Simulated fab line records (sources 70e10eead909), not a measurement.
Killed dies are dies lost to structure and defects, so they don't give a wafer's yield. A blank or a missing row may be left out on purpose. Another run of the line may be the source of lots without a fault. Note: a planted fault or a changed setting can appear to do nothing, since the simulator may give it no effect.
What tool caused it? / flow nand harc / 12 lots with 36 wafers sampled at 5 steps, on a route of 1302 steps

## WHAT THE GAUGES READ, wafer by wafer
NHARC_END_SORT_01. Usual: killed at array 57, standard deviation 19; killed at other 0.9, standard deviation 1.1; killed at periphery 4.0, standard deviation 2.6; killed dies 62, standard deviation 19; killed open 3.3, standard deviation 1.8; killed short 2.4, standard deviation 1.7.
lot=L542; measured=day 26 18:14; on=prober-02; killed at array=70 79 78; killed at other=2 0 3; killed at periphery=3 2 1; killed dies=75 81 82; killed open=4 4 5; killed short=2 0 1; flag=
lot=L544; measured=day 27 12:02; on=prober-02; killed at array=69 69; killed at other=3 2; killed at periphery=5 3; killed dies=77 74; killed open=0 4; killed short=5 6; flag=
lot=L546; measured=day 28 13:14; on=prober-01; killed at array=41 44; killed at other=2 0; killed at periphery=3 5; killed dies=46 49; killed open=3 4; killed short=6 2; flag=

## WHICH TOOL RAN EACH LOT (tool, then ch and the chambers of the sampled wafers, then the start)
lot=L535; NHARC_P_ZERO_WELL_DESCUM_26=rie diel-08 ch 0,1, day 1 23:27; NHARC_P_ZERO_WELL_DESCUM_54=rie diel-08 ch 0,1,3, day 2 02:43; NHARC_P_STI_OXIDE_29=furnace-01 ch 0, day 2 13:22; NHARC_P_STI_CMP_21=cmp-02 ch 0,1,3, day 3 21:31
lot=L536; NHARC_P_ZERO_WELL_DESCUM_26=rie diel-08 ch 0,2,3, day 2 08:46; NHARC_P_ZERO_WELL_DESCUM_54=rie diel-04 ch 0,3, day 2 12:04; NHARC_P_STI_OXIDE_29=furnace-07 ch 0, day 2 17:41; NHARC_P_STI_CMP_21=cmp-01 ch 0,2,3, day 3 21:34
lot=L539; NHARC_P_ZERO_WELL_DESCUM_26=rie diel-08 ch 0,3, day 3 14:47; NHARC_P_ZERO_WELL_DESCUM_54=rie diel-08 ch 0,1, day 3 17:57; NHARC_P_STI_OXIDE_29=furnace-07 ch 0, day 3 23:44; NHARC_P_STI_CMP_21=cmp-02 ch 1,2, day 5 05:34
lot=L540; NHARC_P_ZERO_WELL_DESCUM_26=rie diel-08 ch 0,1,2, day 4 00:39; NHARC_P_ZERO_WELL_DESCUM_54=rie diel-07 ch 0,1, day 4 03:43; NHARC_P_STI_OXIDE_29=furnace-01 ch 0, day 4 09:41; NHARC_P_STI_CMP_21=cmp-03 ch 1,2,3, day 5 15:07
lot=L541; NHARC_P_ZERO_WELL_DESCUM_26=rie diel-04 ch 0,1, day 4 10:37; NHARC_P_ZERO_WELL_DESCUM_54=rie diel-04 ch 0,1,2, day 4 13:55; NHARC_P_STI_OXIDE_29=furnace-07 ch 0, day 4 19:30; NHARC_P_STI_CMP_21=cmp-01 ch 2,3, day 6 05:14
lot=L542; NHARC_P_ZERO_WELL_DESCUM_26=rie diel-07 ch 1,2,3, day 4 20:37; NHARC_P_ZERO_WELL_DESCUM_54=rie diel-04 ch 0,2,3, day 4 23:53; NHARC_P_STI_OXIDE_29=furnace-01 ch 0, day 5 05:12; NHARC_P_STI_CMP_21=cmp-03 ch 0,2,3, day 6 11:11
lot=L544; NHARC_P_ZERO_WELL_DESCUM_26=rie diel-08 ch 1,2,3, day 5 16:46; NHARC_P_ZERO_WELL_DESCUM_54=rie diel-04 ch 0,1,2, day 5 19:47; NHARC_P_STI_OXIDE_29=furnace-07 ch 0, day 6 01:41; NHARC_P_STI_CMP_21=cmp-01 ch 0,2,3, day 7 09:50
lot=L545; NHARC_P_ZERO_WELL_DESCUM_26=rie diel-04 ch 1,2, day 6 02:30; NHARC_P_ZERO_WELL_DESCUM_54=rie diel-08 ch 0,1, day 6 05:41; NHARC_P_STI_OXIDE_29=furnace-01 ch 0, day 6 13:08; NHARC_P_STI_CMP_21=cmp-01 ch 1,2, day 7 21:49
lot=L546; NHARC_P_ZERO_WELL_DESCUM_26=rie diel-07 ch 0,2,3, day 6 12:51; NHARC_P_ZERO_WELL_DESCUM_54=rie diel-07 ch 0,1,3, day 6 15:53; NHARC_P_STI_OXIDE_29=furnace-01 ch 0, day 6 23:23; NHARC_P_STI_CMP_21=cmp-03 ch 1,2,3, day 8 10:28
lot=L553; NHARC_P_ZERO_WELL_DESCUM_26=rie diel-08 ch 1,2,3, day 9 10:39; NHARC_P_ZERO_WELL_DESCUM_54=rie diel-04 ch 1,3, day 9 13:56; NHARC_P_STI_OXIDE_29=furnace-08 ch 0, day 9 20:55 and furnace-07 ch 0, day 10 02:23; NHARC_P_STI_CMP_21=cmp-03 ch 0,1,3, day 11 04:28
lot=L557; NHARC_P_ZERO_WELL_DESCUM_26=rie diel-08 ch 0,2,3, day 11 02:50; NHARC_P_ZERO_WELL_DESCUM_54=rie diel-08 ch 0,1, day 11 05:58; NHARC_P_STI_OXIDE_29=furnace-08 ch 0, day 11 11:06; NHARC_P_STI_CMP_21=cmp-01 ch 1,2,3, day 12 19:25
lot=L558; NHARC_P_ZERO_WELL_DESCUM_26=rie diel-04 ch 0,3, day 11 12:48; NHARC_P_ZERO_WELL_DESCUM_54=rie diel-08 ch 0,2,3, day 11 15:58; NHARC_P_STI_OXIDE_29=furnace-07 ch 0, day 11 21:34; NHARC_P_STI_CMP_21=cmp-03 ch 0,2, day 13 05:20
- NHARC_P_ZERO_WELL_DESCUM_26: chemistry O2, time 3 s.
- NHARC_P_ZERO_WELL_DESCUM_54: chemistry O2, time 3 s.
- NHARC_P_STI_OXIDE_29: material SiO2, target thk 10 nm, ox time 1362 s.
- NHARC_P_STI_CMP_21: polishes, t overpolish 20 s, target thk 380.67 nm.

## AS READ BY THE TOOLS THEMSELVES (means over the sampled wafers that have a number; for cases with no such wafer, the mark the record gives instead)
NHARC_P_ZERO_WELL_DESCUM_26. Usual: drypump motor current A 5.9 A, standard deviation 0.35; oes product au 0.999 a.u., standard deviation 0.01; rf vpp V 57.7 V, standard deviation 1; showerhead plenum p Torr 1.91 Torr, standard deviation 0.091; throttle valve pct 11.310 %, standard deviation 0.0095.
lot=L535; tool=rie diel-08; drypump motor current A (A)=6.1; oes product au (a.u.)=0.991; rf vpp V (V)=57.7; showerhead plenum p Torr (Torr)=1.92; throttle valve pct (%)=11.316; flag=
lot=L536; tool=rie diel-08; drypump motor current A (A)=5.9; oes product au (a.u.)=1.005; rf vpp V (V)=57.1; showerhead plenum p Torr (Torr)=1.91; throttle valve pct (%)=11.312; flag=
lot=L539; tool=rie diel-08; drypump motor current A (A)=5.9; oes product au (a.u.)=1.007; rf vpp V (V)=57.3; showerhead plenum p Torr (Torr)=1.84; throttle valve pct (%)=11.314; flag=
lot=L540; tool=rie diel-08; drypump motor current A (A)=5.9; oes product au (a.u.)=1.007; rf vpp V (V)=57.7; showerhead plenum p Torr (Torr)=1.90; throttle valve pct (%)=11.306; flag=
lot=L541; tool=rie diel-04; drypump motor current A (A)=6.1; oes product au (a.u.)=1.004; rf vpp V (V)=57.5; showerhead plenum p Torr (Torr)=1.84; throttle valve pct (%)=11.310; flag=
lot=L542; tool=rie diel-07; drypump motor current A (A)=5.6; oes product au (a.u.)=0.990; rf vpp V (V)=57.5; showerhead plenum p Torr (Torr)=1.99; throttle valve pct (%)=11.302; flag=
lot=L544; tool=rie diel-08; drypump motor current A (A)=5.8; oes product au (a.u.)=1.003; rf vpp V (V)=57.0; showerhead plenum p Torr (Torr)=1.83; throttle valve pct (%)=11.308; flag=
lot=L545; tool=rie diel-04; drypump motor current A (A)=5.8; oes product au (a.u.)=1.000; rf vpp V (V)=57.1; showerhead plenum p Torr (Torr)=1.88; throttle valve pct (%)=11.305; flag=
lot=L546; tool=rie diel-07; drypump motor current A (A)=5.8; oes product au (a.u.)=0.993; rf vpp V (V)=58.5; showerhead plenum p Torr (Torr)=1.96; throttle valve pct (%)=11.312; flag=
lot=L553; tool=rie diel-08; drypump motor current A (A)=5.8; oes product au (a.u.)=1.003; rf vpp V (V)=58.8; showerhead plenum p Torr (Torr)=2.04; throttle valve pct (%)=11.308; flag=
lot=L557; tool=rie diel-08; drypump motor current A (A)=5.9; oes product au (a.u.)=1.003; rf vpp V (V)=57.6; showerhead plenum p Torr (Torr)=1.99; throttle valve pct (%)=11.309; flag=
lot=L558; tool=rie diel-04; drypump motor current A (A)=6.1; oes product au (a.u.)=1.010; rf vpp V (V)=58.3; showerhead plenum p Torr (Torr)=1.89; throttle valve pct (%)=11.312; flag=

NHARC_P_ZERO_WELL_DESCUM_54. Usual: drypump motor current A 5.9 A, standard deviation 0.3; oes product au 1.002 a.u., standard deviation 0.0088; rf vpp V 57.7 V, standard deviation 0.87; showerhead plenum p Torr 1.89 Torr, standard deviation 0.085; throttle valve pct 11.311 %, standard deviation 0.0087.
lot=L535; tool=rie diel-08; drypump motor current A (A)=6.0; oes product au (a.u.)=0.995; rf vpp V (V)=58.1; showerhead plenum p Torr (Torr)=1.85; throttle valve pct (%)=11.312; flag=
lot=L536; tool=rie diel-04; drypump motor current A (A)=6.2; oes product au (a.u.)=1.002; rf vpp V (V)=58.5; showerhead plenum p Torr (Torr)=1.86; throttle valve pct (%)=11.314; flag=
lot=L539; tool=rie diel-08; drypump motor current A (A)=6.1; oes product au (a.u.)=0.988; rf vpp V (V)=57.5; showerhead plenum p Torr (Torr)=1.91; throttle valve pct (%)=11.317; flag=
lot=L540; tool=rie diel-07; drypump motor current A (A)=6.0; oes product au (a.u.)=0.997; rf vpp V (V)=57.6; showerhead plenum p Torr (Torr)=1.90; throttle valve pct (%)=11.318; flag=
lot=L541; tool=rie diel-04; drypump motor current A (A)=5.9; oes product au (a.u.)=1.000; rf vpp V (V)=57.4; showerhead plenum p Torr (Torr)=1.85; throttle valve pct (%)=11.307; flag=
lot=L542; tool=rie diel-04; drypump motor current A (A)=6.0; oes product au (a.u.)=1.012; rf vpp V (V)=57.3; showerhead plenum p Torr (Torr)=1.86; throttle valve pct (%)=11.311; flag=
lot=L544; tool=rie diel-04; drypump motor current A (A)=5.9; oes product au (a.u.)=1.011; rf vpp V (V)=57.5; showerhead plenum p Torr (Torr)=1.84; throttle valve pct (%)=11.310; flag=
lot=L545; tool=rie diel-08; drypump motor current A (A)=6.0; oes product au (a.u.)=0.998; rf vpp V (V)=58.4; showerhead plenum p Torr (Torr)=1.84; throttle valve pct (%)=11.320; flag=
lot=L546; tool=rie diel-07; drypump motor current A (A)=5.7; oes product au (a.u.)=0.991; rf vpp V (V)=58.2; showerhead plenum p Torr (Torr)=1.93; throttle valve pct (%)=11.309; flag=
lot=L553; tool=rie diel-04; drypump motor current A (A)=6.1; oes product au (a.u.)=1.004; rf vpp V (V)=57.5; showerhead plenum p Torr (Torr)=1.92; throttle valve pct (%)=11.313; flag=
lot=L557; tool=rie diel-08; drypump motor current A (A)=6.1; oes product au (a.u.)=1.000; rf vpp V (V)=58.6; showerhead plenum p Torr (Torr)=1.99; throttle valve pct (%)=11.325; flag=
lot=L558; tool=rie diel-08; drypump motor current A (A)=5.9; oes product au (a.u.)=1.003; rf vpp V (V)=58.2; showerhead plenum p Torr (Torr)=1.99; throttle valve pct (%)=11.312; flag=

NHARC_P_STI_OXIDE_29. Usual: spike tc lower C 899.6 C, standard deviation 1.1; spike tc top C 912 C, standard deviation 3.7.
lot=L535; tool=furnace-01; spike tc lower C (C)=900.9; spike tc top C (C)=913; flag=
lot=L536; tool=furnace-07; spike tc lower C (C)=900.5; spike tc top C (C)=906; flag=
lot=L539; tool=furnace-07; spike tc lower C (C)=900.7; spike tc top C (C)=908; flag=
lot=L540; tool=furnace-01; spike tc lower C (C)=900.0; spike tc top C (C)=912; flag=
lot=L541; tool=furnace-07; spike tc lower C (C)=899.0; spike tc top C (C)=907; flag=
lot=L542; tool=furnace-01; spike tc lower C (C)=899.9; spike tc top C (C)=912; flag=
lot=L544; tool=furnace-07; spike tc lower C (C)=899.7; spike tc top C (C)=907; flag=
lot=L545; tool=furnace-01; spike tc lower C (C)=900.5; spike tc top C (C)=914; flag=
lot=L546; tool=furnace-01; spike tc lower C (C)=900.2; spike tc top C (C)=913; flag=
lot=L553; tool=furnace-08/furnace-07; spike tc lower C (C)=899.5; spike tc top C (C)=912; flag=
lot=L557; tool=furnace-08; spike tc lower C (C)=899.7; spike tc top C (C)=916; flag=
lot=L558; tool=furnace-07; spike tc lower C (C)=900.7; spike tc top C (C)=907; flag=

NHARC_P_STI_CMP_21. Usual: motor current A 11.8 A, standard deviation 1.3; overpolish run s 20.000 s, standard deviation 0.0089.
lot=L535; tool=cmp-02; motor current A (A)=11.8; overpolish run s (s)=20.000; flag=
lot=L536; tool=cmp-01; motor current A (A)=11.6; overpolish run s (s)=20.001; flag=
lot=L539; tool=cmp-02; motor current A (A)=11.5; overpolish run s (s)=19.999; flag=
lot=L540; tool=cmp-03; motor current A (A)=10.8; overpolish run s (s)=20.001; flag=
lot=L541; tool=cmp-01; motor current A (A)=12.0; overpolish run s (s)=19.992; flag=
lot=L542; tool=cmp-03; motor current A (A)=12.2; overpolish run s (s)=20.000; flag=
lot=L544; tool=cmp-01; motor current A (A)=11.6; overpolish run s (s)=20.001; flag=
lot=L545; tool=cmp-01; motor current A (A)=12.1; overpolish run s (s)=19.994; flag=
lot=L546; tool=cmp-03; motor current A (A)=11.1; overpolish run s (s)=19.998; flag=
lot=L553; tool=cmp-03; motor current A (A)=11.5; overpolish run s (s)=20.004; flag=
lot=L557; tool=cmp-01; motor current A (A)=11.7; overpolish run s (s)=19.994; flag=
lot=L558; tool=cmp-03; motor current A (A)=12.8; overpolish run s (s)=20.014; flag=

## THE ANSWER, worked out from the rows above alone
Rule: a lot is off if the mean of its wafers that have a number lies more than 3 standard deviations from the usual mean. Also off: a lot with no number at a reading for which 4 or more lots have one. Where the step has rows for the other lots, those lots are counted as sound. Order of review: gauges by route order, followed by the tools' own readings, for which a lot's mean as printed above is used. At the first step where some lot is off, the reading lying furthest off is the one used; lots without a number count as furthest.
Nothing can be told from this: no lot is off at any reading shown.

## WHAT HAD BEEN PUT IN BY THE SIMULATOR
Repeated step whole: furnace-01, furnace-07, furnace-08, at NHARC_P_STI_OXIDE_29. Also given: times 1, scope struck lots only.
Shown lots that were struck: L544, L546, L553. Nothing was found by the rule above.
